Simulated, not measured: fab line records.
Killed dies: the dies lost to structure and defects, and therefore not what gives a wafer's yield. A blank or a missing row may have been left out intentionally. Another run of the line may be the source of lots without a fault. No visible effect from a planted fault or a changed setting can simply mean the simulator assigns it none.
Chamber matching :: flow nandHarc :: NHARC_A_STAIRCASE_ETCHBACK_157 on rieDiel-08 has 4 sister chambers
The step etches the open film in CH3F/O2, target depth 90 nm, time 167.14 s. 4 wafers are shown with their chamber, then 12 later ones without.

## WAFERS, EACH WITH ITS CHAMBER
wafer: L088.2
chamber: 0
showerheadPlenumPTorr (Torr): 2.30

wafer: L087.1
chamber: 2
showerheadPlenumPTorr (Torr): 2.34

wafer: L087.3
chamber: 3
showerheadPlenumPTorr (Torr): 2.30

wafer: L087.4
chamber: 1
showerheadPlenumPTorr (Torr): 2.42

## WAFERS MISSING THEIR CHAMBER
wafer: L089.1
showerheadPlenumPTorr (Torr): 2.34

wafer: L089.5
showerheadPlenumPTorr (Torr): 2.30

wafer: L089.6
showerheadPlenumPTorr (Torr): 2.30

wafer: L092.4
showerheadPlenumPTorr (Torr): 2.41

wafer: L092.5
showerheadPlenumPTorr (Torr): 2.30

wafer: L092.6
showerheadPlenumPTorr (Torr): 2.29

wafer: L095.1
showerheadPlenumPTorr (Torr): 2.29

wafer: L095.2
showerheadPlenumPTorr (Torr): 2.29

wafer: L095.4
showerheadPlenumPTorr (Torr): 2.33

wafer: L096.3
showerheadPlenumPTorr (Torr): 2.33

wafer: L096.4
showerheadPlenumPTorr (Torr): 2.41

wafer: L096.6
showerheadPlenumPTorr (Torr): 2.33

## WHICH CHAMBER EACH WENT THROUGH
wafer: L089.1
from the rows above: 2
in truth: 2

wafer: L089.5
from the rows above: can't be placed: 0 or 3
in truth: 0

wafer: L089.6
from the rows above: can't be placed: 0 or 3
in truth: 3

wafer: L092.4
from the rows above: 1
in truth: 1

wafer: L092.5
from the rows above: can't be placed: 0 or 3
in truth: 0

wafer: L092.6
from the rows above: can't be placed: 0 or 3
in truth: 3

wafer: L095.1
from the rows above: can't be placed: 0 or 3
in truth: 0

wafer: L095.2
from the rows above: can't be placed: 0 or 3
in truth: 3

wafer: L095.4
from the rows above: 2
in truth: 2

wafer: L096.3
from the rows above: 2
in truth: 2

wafer: L096.4
from the rows above: 1
in truth: 1

wafer: L096.6
from the rows above: 2
in truth: 2
6 of 12 placed correctly. From these rows, 6 cannot be placed; in 6 the true chamber is one of the candidates. Placed wrongly: 0.
How it was worked out, from the rows above alone: a wafer's distance from a chamber is the root of the sum, over the readings, of the square of ((its reading less the chamber's mean) divided by the reading's scatter). If the next closest chamber is less than 2 further off than the closest, the wafer can't be placed; otherwise it belongs to the closest. Each chamber's mean is taken over the wafers shown for it. The scatter: with one shown wafer a chamber, the root of the mean of the squares of how far each hidden wafer lies from its nearest shown one.
